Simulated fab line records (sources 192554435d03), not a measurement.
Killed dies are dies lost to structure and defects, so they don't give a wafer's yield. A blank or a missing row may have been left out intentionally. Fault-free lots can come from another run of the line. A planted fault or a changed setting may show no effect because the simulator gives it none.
Matching of chambers + flow n5-finfet + N5_SPACER0_ALD_08 on ald-sin-02: 4 sister chambers
The step deposits SiNx, target thk 2 nm. 8 wafers are shown with their chamber, then 10 later ones without.

== WAFERS WITH THEIR CHAMBER ==
| wafer  | chamber | heater-power-w (W) | heater-power-outer-w (W) |
|--------|---------|--------------------|--------------------------|
| L083.6 | 0       | 899                | 572                      |
| L085.1 | 2       | 870                | 527                      |
| L085.2 | 0       | 896                | 582                      |
| L085.4 | 3       | 958                | 567                      |
| L086.1 | 2       | 890                | 525                      |
| L086.3 | 3       | 947                | 560                      |
| L087.3 | 1       | 638                | 393                      |
| L087.5 | 1       | 654                | 391                      |

== WAFERS WITHOUT THEIR CHAMBER ==
| wafer  | heater-power-w (W) | heater-power-outer-w (W) |
|--------|--------------------|--------------------------|
| L087.6 | 864                | 550                      |
| L089.1 | 860                | 540                      |
| L089.4 | 874                | 572                      |
| L089.6 | 649                | 388                      |
| L090.1 | 862                | 531                      |
| L090.2 | 649                | 395                      |
| L090.5 | 943                | 565                      |
| L094.1 | 853                | 527                      |
| L094.2 | 630                | 385                      |
| L094.3 | 875                | 578                      |

== WHICH CHAMBER EACH WENT THROUGH ==
| wafer  | from the rows above     | in truth |
|--------|-------------------------|----------|
| L087.6 | can't be placed: 2 or 0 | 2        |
| L089.1 | 2                       | 2        |
| L089.4 | 0                       | 0        |
| L089.6 | 1                       | 1        |
| L090.1 | 2                       | 2        |
| L090.2 | 1                       | 1        |
| L090.5 | 3                       | 3        |
| L094.1 | 2                       | 2        |
| L094.2 | 1                       | 1        |
| L094.3 | 0                       | 0        |
9 of 10 placed correctly. Can't be placed from these rows: 1 (the true chamber is among the candidates in 1). Number placed wrongly: 0.
How it was worked out, from the rows above alone: a wafer's distance from a chamber is the root of the sum, over the readings, of the square of ((its reading less the chamber's mean) divided by the reading's scatter). The wafer belongs to the nearest chamber; if the next one is less than 2 further off, it can't be placed. The mean given for a chamber averages the wafers shown for that chamber. The scatter: take each reading less its chamber's mean, square it, sum over the shown wafers, divide by the number of wafers less the number of chambers, and take the root.
